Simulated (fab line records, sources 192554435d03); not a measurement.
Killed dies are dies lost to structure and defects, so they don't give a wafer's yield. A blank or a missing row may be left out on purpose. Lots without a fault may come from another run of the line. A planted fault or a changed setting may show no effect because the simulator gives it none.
fab line records | flow n5_finfet
record lots=5 wafers=15 last_day=18
route steps=1938 shown PMOS_HMC_CHANNEL_EPI@81 FIN_SAQP@90
lots that met no fault: from a run of the same line without faults
start_h: hours from the record's first day to the start of the lot's first wafer shown | wait_h: hours since the lot's step before | " the same as in the row above | L1.1+2: a row that stands for several wafers | - no value, or no start given | * or withheld: withheld | < > ~ a bound
route shown NAME@n: a module of which the file shows steps, and the number in the route of the first | usual: mean/standard deviation of fault-free wafers | same: alike in all rows | chamber/n: place in a boat | sites: the reading at each site | _std_site: their standard deviation | _edge_site: outer sites' mean less inner sites' | radius_mm: how far each site lies from the wafer's centre | mask NAME#n: copy n | behind: the tool/chamber that last shaped the wafer | hold: why the lot was held/for how many hours/how that ended | device: the transistor (n, p or np) that didn't switch | end of line: the same wafers' tests at the end of the route | a step without rows: its recipe alone | killed: dies lost to structure and defects at the first sort, not the wafer's yield | map: a wafer's dies, x killed, . not, _ none there
set.NAME: the setting as run; set.NAME@STEP: as run at that earlier step | model.NAME: the simulator's own value behind a step, which no gauge read
lots at some steps of the route; a table a step, a row a wafer
services: from which hour (start_h, from the record's first day; less than 0 if before it) a tool's chamber was out of use, for how many hours, and why
## steps
# step N5_PMOS_HMC_CHANNEL_EPI_CMP_21
# recipe material=SiGe30 post_cmp_clean=alkaline_brush target_thk_nm=54
# usual motor_current_A=12.4/0.93
# columns lot.wafer tool chamber start_h wait_h motor_current_A
L085.2 cmp-04 1 85.97 0.0 13.4
L085.1 " 0 " " 11.8
L085.6 " 1 " " 12.8
L088.1 cmp-04 3 104.14 0.1 11.9
L088.3 " 0 " " 11.7
L088.6 " 3 " " 11.9
L089.3 cmp-04 0 109.97 0.0 12.2
L089.2 " 1 " " 13.3
L089.4 " 2 " " 13.2
L094.4 cmp-04 2 141.37 0.1 13.4
L094.3 " 3 " " 11.8
L094.5 " 1 " " 13.6
L097.3 cmp-03 2 159.82 0.1 10.4
L097.2 " 3 " " 12.8
L097.5 " 1 " " 13.3
# step N5_PMOS_HMC_CHANNEL_EPI_THK_MEAS_22
# recipe reads=SiGe30_of_PMOS_HMC_CHANNEL_EPI_EPI_20
# usual HMC_CMP_THK=53.9/0.5
# columns lot.wafer tool chamber start_h wait_h HMC_CMP_THK[nm]
L085.1 film_metro-01 - 86.26 - 54.1
L085.2 " - " " 53.8
L085.6 " - " " 53.8
L088.1 film_metro-01 - 104.39 - 55.1
L088.3 " - " " 53.5
L088.6 " - " " 53.5
L089.2 film_metro-01 - 110.27 - 53.5
L089.3 " - " " 53.7
L089.4 " - " " 53.8
L094.3 film_metro-01 - 141.59 - 53.6
L094.4 " - " " 54.2
L094.5 " - " " 54.6
L097.2 film_metro-02 - 160.07 - 54.3
L097.3 " - " " 53.4
L097.5 " - " " 54.5
# step N5_PMOS_HMC_CHANNEL_EPI_PRECLEAN_40
# recipe chemistry=DHF time_s=30 temp_c=25 dilution=withheld
# same time_s=30
# columns lot.wafer tool chamber start_h wait_h
L085.1+2+6 wet_bench-06 1,2,4 86.29 0.0
L088.1+3+6 wet_bench-06 2,1,7 104.42 0.0
L089.2+3+4 wet_bench-01 4,6,7 110.29 0.0
L094.3+4+5 wet_bench-03 1,4,5 141.62 0.0
L097.2+3+5 wet_bench-01 7,4,1 160.10 0.0
# step N5_PMOS_HMC_CHANNEL_EPI_PRECLEAN_37
# recipe chemistry=O3/DIW time_s=45 temp_c=22 o3_ppm=10
# same time_s=45
# columns lot.wafer tool chamber start_h wait_h
L085.1+2+6 wet_bench-06 1,2,4 86.30 0.0
L088.1+3+6 wet_bench-06 2,1,7 104.43 0.0
L089.2+3+4 wet_bench-01 4,6,7 110.31 0.0
L094.3+4+5 wet_bench-03 1,4,5 141.63 0.0
L097.2+3+5 wet_bench-01 7,4,1 160.11 0.0
# step N5_PMOS_HMC_CHANNEL_EPI_PRECLEAN_24
# recipe chemistry=DHF time_s=30 temp_c=25 dilution=withheld
# same time_s=30
# columns lot.wafer tool chamber start_h wait_h
L085.1+2+6 wet_bench-06 1,2,4 86.31 0.0
L088.1+3+6 wet_bench-06 2,1,7 104.45 0.0
L089.2+3+4 wet_bench-01 4,6,7 110.32 0.0
L094.3+4+5 wet_bench-03 1,4,5 141.64 0.0
L097.2+3+5 wet_bench-01 7,4,1 160.13 0.0
# step N5_PMOS_HMC_CHANNEL_EPI_SRD_25
# recipe dry=ipa_marangoni do_ppb=5 time_s=30 temp_c=23 rinse_liquid=diw
# same time_s=30
# columns lot.wafer tool chamber start_h wait_h
L085.1+2+6 wet_bench-06 1,2,4 86.32 0.0
L088.1+3+6 wet_bench-06 2,1,7 104.45 0.0
L089.2+3+4 wet_bench-01 4,6,7 110.33 0.0
L094.3+4+5 wet_bench-03 1,4,5 141.65 0.0
L097.2+3+5 wet_bench-01 7,4,1 160.14 0.0
# step N5_PMOS_HMC_CHANNEL_EPI_EPI_26
# recipe material=Si target_thk_a=38 temp_c=650 precursor=SiH4/H2 pressure_torr=20 time_s=22.7
# usual susceptor_temp_C=650.0/0.36 throttle_valve_pct=11.2/0.33
# same time_s=22.7
# columns lot.wafer tool chamber start_h wait_h susceptor_temp_C throttle_valve_pct
L085.1 epi_rpcvd-01 0 86.37 0.0 650.3 11.6
L085.2 " 0 " " 650.6 11.5
L085.6 " 0 " " 649.8 11.5
L088.1 epi_rpcvd-02 0 104.50 0.0 649.9 11.2
L088.3 " 0 " " 649.6 11.0
L088.6 " 0 " " 649.8 11.0
L089.2 epi_rpcvd-01 0 110.44 0.1 649.7 11.6
L089.3 " 0 " " 649.8 11.7
L089.4 " 0 " " 649.8 11.6
L094.3 epi_rpcvd-03 0 141.84 0.2 649.9 11.1
L094.4 " 0 " " 649.7 10.8
L094.5 " 0 " " 649.6 11.1
L097.2 epi_rpcvd-03 0 160.26 0.1 649.3 11.1
L097.3 " 0 " " 649.4 11.3
L097.5 " 0 " " 649.5 11.2
# step N5_PMOS_HMC_CHANNEL_EPI_INSPECT_30
# recipe inspect_instrument=darkfield mode=post_epi
# usual raw_defect_count=18/6.5
# columns lot.wafer tool chamber start_h wait_h raw_defect_count
L085.1 defect_inspect-02 - 86.84 0.0 25
L085.2 " - " " 25
L085.6 " - " " 20
L088.1 defect_inspect-02 - 104.87 0.0 11
L088.3 " - " " 26
L088.6 " - " " 14
L089.2 defect_inspect-02 - 110.86 0.0 12
L089.3 " - " " 12
L089.4 " - " " 12
L094.3 defect_inspect-01 - 142.17 0.0 17
L094.4 " - " " 19
L094.5 " - " " 14
L097.2 defect_inspect-01 - 160.66 0.0 21
L097.3 " - " " 20
L097.5 " - " " 27
# step N5_FIN_SAQP_PRECLEAN_42
# recipe chemistry=O3/DIW time_s=60 temp_c=22 o3_ppm=10
# same time_s=60
# columns lot.wafer tool chamber start_h wait_h
L085.1+2+6 wet_bench-02 2,0,6 86.87 0.0
L088.1+3+6 wet_bench-02 3,5,1 104.90 0.0
L089.2+3+4 wet_bench-05 3,7,5 110.89 0.0
L094.3+4+5 wet_bench-02 2,7,6 142.29 0.1
L097.2+3+5 wet_bench-04 2,5,1 160.69 0.0
# step N5_FIN_SAQP_PRECLEAN_00
# recipe chemistry=SC1 time_s=60 temp_c=55 mix=1:2:50
# same time_s=60
# columns lot.wafer tool chamber start_h wait_h
L085.1+2+6 wet_bench-02 2,0,6 86.89 0.0
L088.1+3+6 wet_bench-02 3,5,1 104.92 0.0
L089.2+3+4 wet_bench-05 3,7,5 110.91 0.0
L094.3+4+5 wet_bench-02 2,7,6 142.31 0.0
L097.2+3+5 wet_bench-04 2,5,1 160.71 0.0
# step N5_FIN_SAQP_PRECLEAN_44
# recipe chemistry=SC2 time_s=45 temp_c=35 mix=1:1:50
# same time_s=45
# columns lot.wafer tool chamber start_h wait_h
L085.1+2+6 wet_bench-02 2,0,6 86.91 0.0
L088.1+3+6 wet_bench-02 3,5,1 104.94 0.0
L089.2+3+4 wet_bench-05 3,7,5 110.93 0.0
L094.3+4+5 wet_bench-02 2,7,6 142.32 0.0
L097.2+3+5 wet_bench-04 2,5,1 160.73 0.0
# step N5_FIN_SAQP_SRD_01
# recipe dry=ipa_marangoni time_s=30 temp_c=23 rinse_liquid=diw
# same time_s=30
# columns lot.wafer tool chamber start_h wait_h
L085.1+2+6 wet_bench-02 2,0,6 86.92 0.0
L088.1+3+6 wet_bench-02 3,5,1 104.95 0.0
L089.2+3+4 wet_bench-05 3,7,5 110.94 0.0
L094.3+4+5 wet_bench-02 2,7,6 142.34 0.0
L097.2+3+5 wet_bench-04 2,5,1 160.74 0.0
# step N5_FIN_SAQP_ALD_61
# recipe material=SiO2 target_thk_a=40 temp_c=300 ald_precursor_family=BDEAS ald_co_reactant=O2-plasma pulse_time_s=1 purge_time_s=2 co_reactant_purge_time_s=2 ald_cycles=43 pressure_torr=2
# usual heater_power_w=475/54 precursor_pulse_height_rel=1.000/0.02 susceptor_temp_C=300.03/0.19
# columns lot.wafer tool chamber start_h wait_h heater_power_w precursor_pulse_height_rel since_wet_clean_h susceptor_temp_C
L085.1 ald_sin-04 1 87.06 0.1 411 0.991 79 300.01
L085.2 " 2 " " 546 1.020 79 299.96
L085.6 " 1 " " 415 1.026 - 300.06
L088.1 ald_sin-04 3 105.00 0.0 495 1.015 97 299.88
L088.3 " 0 " " 474 0.988 97 300.08
L088.6 " 1 " " 412 1.024 - 300.24
L089.2 ald_sin-04 0 110.99 0.0 480 0.991 103 300.25
L089.3 " 1 " " 409 1.026 103 299.78
L089.4 " 2 " " 534 0.991 103 299.88
L094.3 ald_sin-01 3 142.38 0.0 443 0.996 239 300.29
L094.4 " 0 " " 445 0.993 239 300.24
L094.5 " 1 " " 396 0.982 - 299.90
L097.2 ald_sin-01 0 160.79 0.0 436 0.992 257 300.03
L097.3 " 2 " " 483 0.967 257 300.11
L097.5 " 2 " " 492 0.992 - 300.06
# step N5_FIN_SAQP_DENSIFY_62
# recipe temp_c=700 time_s=60 ambient=N2 idle_temp_c=600 ramp_up_c_per_s=150 ramp_down_c_per_s=60 cool_to_c=600
# usual lamp_power_pct=9.85/0.055 lamp_zone_1_pct=9.848/0.012 lamp_zone_2_pct=9.848/0.011 wafer_temp_C_max=703.4/0.61
# same time_s=60
# columns lot.wafer tool chamber start_h wait_h lamp_power_pct lamp_zone_1_pct lamp_zone_2_pct wafer_temp_C_max
L085.1 rtp_anneal-01 0 87.27 0.1 9.81 9.837 9.846 703.5
L085.2 " 0 " " 9.89 9.850 9.850 704.4
L085.6 " 0 " " 9.81 9.859 9.852 703.5
L088.1 rtp_anneal-02 0 105.21 0.1 9.77 9.850 9.841 703.6
L088.3 " 0 " " 9.80 9.854 9.837 703.0
L088.6 " 0 " " 9.85 9.867 9.849 703.3
L089.2 rtp_anneal-01 0 111.22 0.1 9.88 9.831 9.859 703.3
L089.3 " 0 " " 9.82 9.860 9.840 703.4
L089.4 " 0 " " 9.92 9.872 9.846 702.5
L094.3 rtp_anneal-02 0 142.65 0.2 9.89 9.857 9.848 703.1
L094.4 " 0 " " 9.87 9.828 9.857 704.2
L094.5 " 0 " " 9.92 9.849 9.842 703.8
L097.2 rtp_anneal-01 0 161.02 0.1 9.79 9.825 9.858 703.4
L097.3 " 0 " " 9.80 9.867 9.846 703.4
L097.5 " 0 " " 9.79 9.827 9.831 703.8
# step N5_FIN_SAQP_HM_DEP_03
# recipe material=SiNx target_thk_a=380 temp_c=400 precursor=SiH4/NH3/N2 pressure_torr=1.5 rf_w=300 time_s=33.6
# usual heater_power_w=779/98 showerhead_plenum_p_Torr=5.10/0.057 susceptor_temp_C=400.04/0.21 throttle_valve_pct=39.3/1.3
# same time_s=33.6
# columns lot.wafer tool chamber start_h wait_h heater_power_w showerhead_plenum_p_Torr since_wet_clean_h susceptor_temp_C throttle_valve_pct
L085.1 pecvd-02 2 87.48 0.2 734 5.02 386 400.38 39.2
L085.2 " 1 " " 913 5.17 1879 400.04 40.8
L085.6 " 1 " " 922 5.17 - 400.09 41.0
L088.1 pecvd-04 0 105.42 0.2 668 5.01 809 400.09 40.1
L088.3 " 1 " " 826 5.03 1534 399.99 38.7
L088.6 " 0 " " 674 5.00 - 400.11 40.3
L089.2 pecvd-01 1 111.40 0.2 789 5.07 1722 399.52 40.1
L089.3 " 2 " " 845 5.11 243 399.56 38.3
L089.4 " 2 " " 879 5.12 - 400.16 38.5
L094.3 pecvd-01 1 142.80 0.1 782 5.07 1753 400.31 39.9
L094.4 " 2 " " 787 5.12 - 399.78 38.2
L094.5 " 1 " " 783 5.07 - 400.02 40.2
L097.2 pecvd-04 0 161.21 0.2 595 5.00 865 400.03 40.7
L097.3 " 2 " " 830 5.21 111 400.20 36.0
L097.5 " 0 " " 594 5.01 - 400.10 40.9
# step N5_FIN_SAQP_THK_MEAS_05
# usual thk_nm=38.2/0.48
# columns lot.wafer tool chamber start_h wait_h thk_nm
L085.1 film_metro-01 - 87.57 0.1 37.5
L085.2 " - " " 37.5
L085.6 " - " " 38.0
L088.1 film_metro-01 - 105.51 0.1 38.0
L088.3 " - " " 37.9
L088.6 " - " " 37.9
L089.2 film_metro-02 - 111.49 0.1 37.8
L089.3 " - " " 37.6
L089.4 " - " " 38.4
L094.3 film_metro-01 - 142.89 0.1 38.4
L094.4 " - " " 37.9
L094.5 " - " " 38.5
L097.2 film_metro-01 - 161.29 0.1 38.2
L097.3 " - " " 38.0
L097.5 " - " " 38.7
# step N5_FIN_SAQP_PECVD_47
# recipe material=a-Si target_thk_a=450 temp_c=400 precursor=SiH4/He pressure_torr=3 rf_w=100 time_s=36.3
# usual heater_power_w=860/110 showerhead_plenum_p_Torr=5.63/0.046 susceptor_temp_C=399.97/0.22 throttle_valve_pct=17.9/0.68
# same time_s=36.3
# columns lot.wafer tool chamber start_h wait_h heater_power_w showerhead_plenum_p_Torr since_wet_clean_h susceptor_temp_C throttle_valve_pct
L085.1 pecvd-01 0 87.61 0.0 925 5.65 973 400.00 18.2
L085.2 " 2 " " 946 5.64 219 399.97 17.2
L085.6 " 2 " " 973 5.64 - 399.68 17.5
L088.1 pecvd-02 2 105.54 0.0 849 5.57 404 400.02 18.0
L088.3 " 0 " " 683 5.66 331 399.81 17.9
L088.6 " 2 " " 834 5.58 - 399.78 17.9
L089.2 pecvd-04 0 111.53 0.0 708 5.57 815 400.02 18.2
L089.3 " 2 " " 948 5.71 61 399.89 16.3
L089.4 " 1 " " 1028 5.60 - 399.81 17.6
L094.3 pecvd-02 1 142.92 0.0 911 5.68 1934 399.95 18.6
L094.4 " 2 " " 858 5.60 - 399.74 18.2
L094.5 " 0 " " 633 5.68 - 400.06 18.0
L097.2 pecvd-04 1 161.33 0.0 996 5.60 1590 400.33 17.8
L097.3 " 2 " " 868 5.71 111 399.84 16.6
L097.5 " 1 " " 1017 5.62 - 400.22 17.5
# step N5_FIN_SAQP_PECVD_48
# recipe material=SiNx target_thk_a=250 temp_c=400 precursor=SiH4/NH3/N2 pressure_torr=1.5 rf_w=300 time_s=22.1
# usual heater_power_w=781/110 showerhead_plenum_p_Torr=5.10/0.063 susceptor_temp_C=400.02/0.2 throttle_valve_pct=39.2/1.5
# same time_s=22.1
# columns lot.wafer tool chamber start_h wait_h heater_power_w showerhead_plenum_p_Torr since_wet_clean_h susceptor_temp_C throttle_valve_pct
L085.1 pecvd-01 0 87.65 0.0 849 5.12 973 400.27 39.6
L085.2 " 2 " " 882 5.11 219 399.86 38.2
L085.6 " 2 " " 873 5.11 - 399.91 38.2
L088.1 pecvd-02 2 105.59 0.0 684 5.01 404 400.01 39.0
L088.3 " 0 " " 661 5.16 331 400.09 39.2
L088.6 " 2 " " 691 5.03 - 400.25 39.5
L089.2 pecvd-04 0 111.57 0.0 636 5.00 815 400.00 40.7
L089.3 " 2 " " 832 5.21 61 400.13 35.5
L089.4 " 1 " " 830 5.05 - 399.92 38.8
L094.3 pecvd-02 1 142.97 0.0 929 5.18 1934 400.15 41.0
L094.4 " 2 " " 738 5.02 - 400.26 39.3
L094.5 " 0 " " 647 5.15 - 400.13 39.3
L097.2 pecvd-04 1 161.37 0.0 961 5.05 1590 400.11 38.7
L097.3 " 2 " " 878 5.21 111 399.93 35.4
L097.5 " 1 " " 979 5.05 - 400.09 38.8
# step N5_FIN_SAQP_PECVD_06
# recipe material=a-Si target_thk_a=600 temp_c=400 precursor=SiH4/He pressure_torr=3 rf_w=100 time_s=48.1
# usual heater_power_w=852/110 showerhead_plenum_p_Torr=5.64/0.046 susceptor_temp_C=399.99/0.23 throttle_valve_pct=17.8/0.65
# same time_s=48.1
# columns lot.wafer tool chamber start_h wait_h heater_power_w showerhead_plenum_p_Torr since_wet_clean_h susceptor_temp_C throttle_valve_pct
L085.1 pecvd-01 0 87.69 0.0 798 5.67 973 399.72 18.5
L085.2 " 2 " " 897 5.65 219 399.72 17.4
L085.6 " 2 " " 868 5.65 - 400.07 17.4
L088.1 pecvd-02 2 105.62 0.0 860 5.58 404 400.00 17.7
L088.3 " 0 " " 655 5.66 331 399.71 18.1
L088.6 " 2 " " 850 5.59 - 399.55 17.5
L089.2 pecvd-04 0 111.61 0.0 677 5.57 815 400.19 18.5
L089.3 " 2 " " 852 5.70 61 400.24 16.4
L089.4 " 1 " " 993 5.60 - 399.89 17.5
L094.3 pecvd-02 1 143.01 0.0 927 5.69 1934 400.21 18.5
L094.4 " 2 " " 857 5.58 - 400.01 18.0
L094.5 " 0 " " 623 5.67 - 399.49 17.8
L097.2 pecvd-04 1 161.41 0.0 1059 5.60 1590 400.05 17.6
L097.3 " 2 " " 835 5.70 111 399.82 16.4
L097.5 " 1 " " 1057 5.59 - 400.08 17.5
# step N5_FIN_SAQP_THK_MEAS_07
# usual thk_nm=60.3/0.94
# columns lot.wafer tool chamber start_h wait_h thk_nm
L085.1 film_metro-01 - 87.78 0.1 59.2
L085.2 " - " " 59.5
L085.6 " - " " 59.6
L088.1 film_metro-02 - 105.73 0.1 59.7
L088.3 " - " " 59.5
L088.6 " - " " 61.0
L089.2 film_metro-02 - 111.70 0.1 61.3
L089.3 " - " " 61.3
L089.4 " - " " 61.1
L094.3 film_metro-02 - 143.10 0.1 60.1
L094.4 " - " " 60.9
L094.5 " - " " 60.9
L097.2 film_metro-01 - 161.50 0.1 60.5
L097.3 " - " " 61.4
L097.5 " - " " 61.0
# step N5_FIN_SAQP_HM_DEP_72
# recipe material=SiO2 target_thk_a=120 temp_c=400 precursor=SiH4/N2O pressure_torr=0.75 rf_w=275 time_s=7.2
# usual heater_power_w=784/110 showerhead_plenum_p_Torr=8.06/0.14 susceptor_temp_C=400.01/0.22
# same time_s=7.2
# columns lot.wafer tool chamber start_h wait_h heater_power_w showerhead_plenum_p_Torr since_wet_clean_h susceptor_temp_C
L085.1 pecvd-02 0 87.81 0.0 648 8.15 313 400.37
L085.2 " 1 " " 790 8.21 1879 400.03
L085.6 " 0 " " 666 8.17 - 400.32
L088.1 pecvd-04 2 105.76 0.0 863 8.29 56 399.79
L088.3 " 0 " " 687 7.85 810 399.80
L088.6 " 0 " " 662 7.89 - 399.79
L089.2 pecvd-04 1 111.74 0.0 975 7.97 1541 399.97
L089.3 " 2 " " 892 8.27 62 400.15
L089.4 " 1 " " 952 7.97 - 399.74
L094.3 pecvd-01 1 143.13 0.0 742 8.00 1753 399.97
L094.4 " 0 " " 770 8.08 - 400.37
L094.5 " 2 " " 917 8.11 - 399.98
L097.2 pecvd-04 1 161.54 0.0 935 7.97 1590 399.96
L097.3 " 0 " " 679 7.90 865 399.98
L097.5 " 0 " " 674 7.88 - 400.15
# step N5_FIN_SAQP_COAT_49
# recipe resist=SOC temp_c=250 time_s=60 spin_rpm=1500 resist_thk_nm=100
# same time_s=60
# columns lot.wafer tool chamber start_h wait_h
L085.1+2+6 litho_track-03 0 87.89 0.1
L088.1+3+6 litho_track-01 0 105.84 0.1
L089.2+3+4 litho_track-03 0 111.81 0.1
L094.3+4+5 litho_track-05 0 143.21 0.1
L097.2+3+5 litho_track-01 0 161.61 0.1
# step N5_FIN_SAQP_COAT_50
# recipe resist=SiARC temp_c=220 time_s=60 spin_rpm=1500 resist_thk_nm=35
# same time_s=60
# columns lot.wafer tool chamber start_h wait_h
L085.1+2+6 litho_track-03 0 - -
L088.1+3+6 litho_track-01 0 - -
L089.2+3+4 litho_track-03 0 - -
L094.3+4+5 litho_track-05 0 - -
L097.2+3+5 litho_track-01 0 - -
# step N5_FIN_SAQP_COAT_10
# recipe resist=CAR-ArF spin_rpm=1500 resist_thk_nm=90
# columns lot.wafer tool chamber start_h wait_h
L085.1+2+6 litho_track-03 0 - -
L088.1+3+6 litho_track-01 0 - -
L089.2+3+4 litho_track-03 0 - -
L094.3+4+5 litho_track-05 0 - -
L097.2+3+5 litho_track-01 0 - -
# step N5_FIN_SAQP_EBR_12
# recipe solvent=PGMEA ebr_width_mm=1.5
# columns lot.wafer tool chamber start_h wait_h
L085.1+2+6 litho_track-03 0 - -
L088.1+3+6 litho_track-01 0 - -
L089.2+3+4 litho_track-03 0 - -
L094.3+4+5 litho_track-05 0 - -
L097.2+3+5 litho_track-01 0 - -
# step N5_FIN_SAQP_SOFTBAKE_11
# recipe temp_c=110 time_s=60 resist=CAR-ArF
# same time_s=60
# columns lot.wafer tool chamber start_h wait_h
L085.1+2+6 litho_track-03 0 - -
L088.1+3+6 litho_track-01 0 - -
L089.2+3+4 litho_track-03 0 - -
L094.3+4+5 litho_track-05 0 - -
L097.2+3+5 litho_track-01 0 - -
# step N5_FIN_SAQP_EXPOSE_13
# recipe mask_id=FIN_CORE na=1.35 source_shape=dipole sigma_inner=0.538 sigma_outer=0.738 polarization=te target_cd_nm=35.6 dose_mj=63.25
# columns lot.wafer tool chamber start_h wait_h mask
L085.1+2+6 arfi_scanner-03 0 88.13 - FIN_CORE#0
L088.1+3+6 arfi_scanner-02 0 106.08 - FIN_CORE#0
L089.2+3+4 arfi_scanner-02 0 111.94 - FIN_CORE#0
L094.3+4+5 arfi_scanner-01 0 143.47 - FIN_CORE#0
L097.2+3+5 arfi_scanner-03 0 161.86 - FIN_CORE#0
# step N5_FIN_SAQP_PEB_14
# recipe peb_temp_c=withheld peb_time_s=60 resist=CAR-ArF
# columns lot.wafer tool chamber start_h wait_h
L085.1+2+6 litho_track-03 0 88.19 0.1
L088.1+3+6 litho_track-03 0 106.14 0.1
L089.2+3+4 litho_track-03 0 111.99 0.0
L094.3+4+5 litho_track-01 0 143.52 0.0
L097.2+3+5 litho_track-05 0 161.92 0.0
# step N5_FIN_SAQP_DEVELOP_15
# recipe develop_time_s=30 developer=TMAH resist=CAR-ArF dev_temp_c=23 rinse_liquid=diw dry=air_spin
# columns lot.wafer tool chamber start_h wait_h
L085.1+2+6 litho_track-03 0 - -
L088.1+3+6 litho_track-03 0 - -
L089.2+3+4 litho_track-03 0 - -
L094.3+4+5 litho_track-01 0 - -
L097.2+3+5 litho_track-05 0 - -
# step N5_FIN_SAQP_CD_MEAS_16
# recipe target_cd_nm=35.6 landing_energy_ev=500 detector=se_inlens
# usual cd_nm=35.53/0.28
# columns lot.wafer tool chamber start_h wait_h cd_nm
L085.1 cd_sem-03 0 88.26 - 35.48
L085.2 " 0 " " 35.22
L085.6 " 0 " " 35.45
L088.1 cd_sem-01 0 106.21 - 35.53
L088.3 " 0 " " 35.82
L088.6 " 0 " " 35.26
L089.2 cd_sem-02 0 112.06 - 35.37
L089.3 " 0 " " 34.96
L089.4 " 0 " " 35.34
L094.3 cd_sem-02 0 143.59 - 35.37
L094.4 " 0 " " 35.67
L094.5 " 0 " " 35.57
L097.2 cd_sem-02 0 161.99 - 35.99
L097.3 " 0 " " 35.66
L097.5 " 0 " " 35.84
# step N5_FIN_SAQP_OVL_MEAS_17
# recipe points_per_wafer=44
# usual FIN_CORE_OVL=0.2/0.82
# columns lot.wafer tool chamber start_h wait_h FIN_CORE_OVL[nm]
L085.1 overlay-02 0 88.30 0.0 0.0
L085.2 " 0 " " 0.8
L085.6 " 0 " " 2.2
L088.1 overlay-02 0 106.25 0.0 -1.7
L088.3 " 0 " " 0.1
L088.6 " 0 " " -0.2
L089.2 overlay-02 0 112.10 0.0 -1.0
L089.3 " 0 " " -0.7
L089.4 " 0 " " -0.7
L094.3 overlay-01 0 143.62 0.0 -0.5
L094.4 " 0 " " -0.2
L094.5 " 0 " " -0.2
L097.2 overlay-02 0 162.02 0.0 1.4
L097.3 " 0 " " 1.8
L097.5 " 0 " " 2.1
# step N5_FIN_SAQP_INSPECT_18
# recipe mode=adi inspect_instrument=brightfield
# usual raw_defect_count=438/130
# columns lot.wafer tool chamber start_h wait_h raw_defect_count
L085.1 defect_inspect-02 - 88.32 0.0 433
L085.2 " - " " 454
L085.6 " - " " 396
L088.1 defect_inspect-02 - 106.27 0.0 564
L088.3 " - " " 424
L088.6 " - " " 458
L089.2 defect_inspect-01 - 112.12 0.0 668
L089.3 " - " " 361
L089.4 " - " " 539
L094.3 defect_inspect-01 - 143.65 0.0 288
L094.4 " - " " 279
L094.5 " - " " 298
L097.2 defect_inspect-02 - 162.05 0.0 284
L097.3 " - " " 348
L097.5 " - " " 499
# step N5_FIN_SAQP_DESCUM_21
# recipe chemistry=O2 time_s=7.9 source_power_w=50 bias_power_w=20 pressure_mtorr=20 rf_frequency_hz=2.712e+07 temp_c=40 resist=CAR-ArF o2_flow_sccm=225
# usual drypump_motor_current_A=5.9/0.34 oes_product_au=0.76/0.08 rf_vpp_V=242.8/1.8 showerhead_plenum_p_Torr=2.06/0.088 throttle_valve_pct=20.51/0.22
# same time_s=7.9
# columns lot.wafer tool chamber start_h wait_h drypump_motor_current_A oes_product_au rf_hours_counter_h rf_vpp_V showerhead_plenum_p_Torr throttle_valve_pct
L085.1 rie_diel-03 2 88.36 0.0 6.2 0.78 131 241.8 1.93 20.61
L085.2 " 3 " " 6.2 0.81 79 245.0 2.20 20.57
L085.6 " 1 " " 5.9 0.69 - 244.0 2.15 20.89
L088.1 rie_diel-06 0 106.31 0.0 5.8 0.85 69 241.3 2.04 20.24
L088.3 " 3 " " 6.5 0.68 238 243.8 2.07 20.58
L088.6 " 2 " " 6.3 0.70 - 244.2 2.07 20.56
L089.2 rie_diel-05 3 112.16 0.0 5.8 0.69 245 240.9 1.97 20.38
L089.3 " 0 " " 5.3 0.72 212 243.9 1.99 20.94
L089.4 " 3 " " 5.8 0.69 - 240.9 1.97 20.39
L094.3 rie_diel-06 2 143.80 0.2 6.3 0.69 241 241.3 2.07 20.60
L094.4 " 1 " " 5.4 0.94 - 245.4 2.23 20.21
L094.5 " 2 " " 6.3 0.69 - 242.1 2.07 20.59
L097.2 rie_diel-03 3 163.40 1.4 6.2 0.77 110 246.8 2.19 20.62
L097.3 " 0 " " 5.6 0.69 218 245.0 2.08 20.39
L097.5 " 3 " " 6.1 0.78 - 245.7 2.19 20.62
# step N5_FIN_SAQP_ETCH_51
# recipe chemistry=CF4 target=SiARC target_depth_a=455 mask_material=CAR-ArF time_s=75.8 ion_energy_ev=80 pressure_mtorr=40 source_w=545 bias_w=36 Ar_flow_sccm=100 cf4_flow_sccm=100 ends=cleared
# usual drypump_motor_current_A=5.9/0.35 etch_rf_on_time_s=75.8/1.1 oes_product_au=0.65/0.067 rf_vpp_V=183.7/1.3 showerhead_plenum_p_Torr=2.11/0.086 throttle_valve_pct=15.70/0.23
# columns lot.wafer tool chamber start_h wait_h drypump_motor_current_A etch_rf_on_time_s oes_product_au rf_hours_counter_h rf_vpp_V showerhead_plenum_p_Torr throttle_valve_pct
L085.1 rie_diel-03 2 88.39 0.0 6.2 77.1 0.66 131 182.3 1.99 15.79
L085.2 " 3 " " 6.2 75.6 0.69 79 185.1 2.26 15.78
L085.6 " 1 " " 5.9 77.4 0.59 - 185.0 2.20 16.13
L088.1 rie_diel-06 0 106.34 0.0 5.8 75.7 0.72 69 182.4 2.08 15.41
L088.3 " 3 " " 6.4 75.8 0.59 238 182.5 2.11 15.79
L088.6 " 2 " " 6.3 75.2 0.60 - 183.4 2.12 15.75
L089.2 rie_diel-05 3 112.19 0.0 5.8 77.7 0.60 245 182.2 2.03 15.68
L089.3 " 0 " " 5.3 75.8 0.62 212 182.5 2.04 16.10
L089.4 " 3 " " 5.8 77.6 0.59 - 183.4 2.03 15.66
L094.3 rie_diel-06 2 143.83 0.0 6.3 75.5 0.59 241 183.6 2.11 15.77
L094.4 " 1 " " 5.4 72.5 0.81 - 186.1 2.27 15.37
L094.5 " 2 " " 6.3 75.2 0.59 - 184.1 2.11 15.80
L097.2 rie_diel-03 3 163.44 0.0 6.1 75.3 0.67 110 184.6 2.25 15.85
L097.3 " 0 " " 5.5 76.6 0.61 218 183.6 2.12 15.58
L097.5 " 3 " " 6.1 75.7 0.67 - 184.3 2.25 15.85
## services
# columns tool chamber start_h hours kind
arfi_scanner-03 - 62.05 1.0 pm
epi_rpcvd-03 - 62.27 2.8 pm
arfi_scanner-02 - 72.24 0.8 repair
wet_bench-06 - 73.49 1.9 pm
arfi_scanner-02 - 78.38 4.9 pm
arfi_scanner-02 - 90.08 1.3 pm
pecvd-01 - 111.50 10.5 repair
pecvd-02 - 115.42 1.9 repair
epi_rpcvd-01 - 116.06 14.6 pm
rie_diel-05 - 117.79 14.6 pm
ald_sin-04 3 121.37 8.2 repair
cmp-04 - 130.10 0.3 repair
epi_rpcvd-01 - 130.66 2.8 pm
rie_diel-06 0 131.83 6.3 repair
ald_sin-01 2 132.12 6.5 repair
ald_sin-04 0 133.24 22.3 repair
arfi_scanner-02 - 136.18 0.8 pm
arfi_scanner-03 - 138.21 0.8 pm
rie_diel-05 - 143.02 12.1 repair
arfi_scanner-03 - 146.11 1.3 pm
epi_rpcvd-03 - 146.98 6.0 pm
pecvd-01 - 151.25 28.1 pm
cmp-04 - 159.45 7.9 repair
rie_diel-03 0 160.20 1.9 repair
## key
fault none
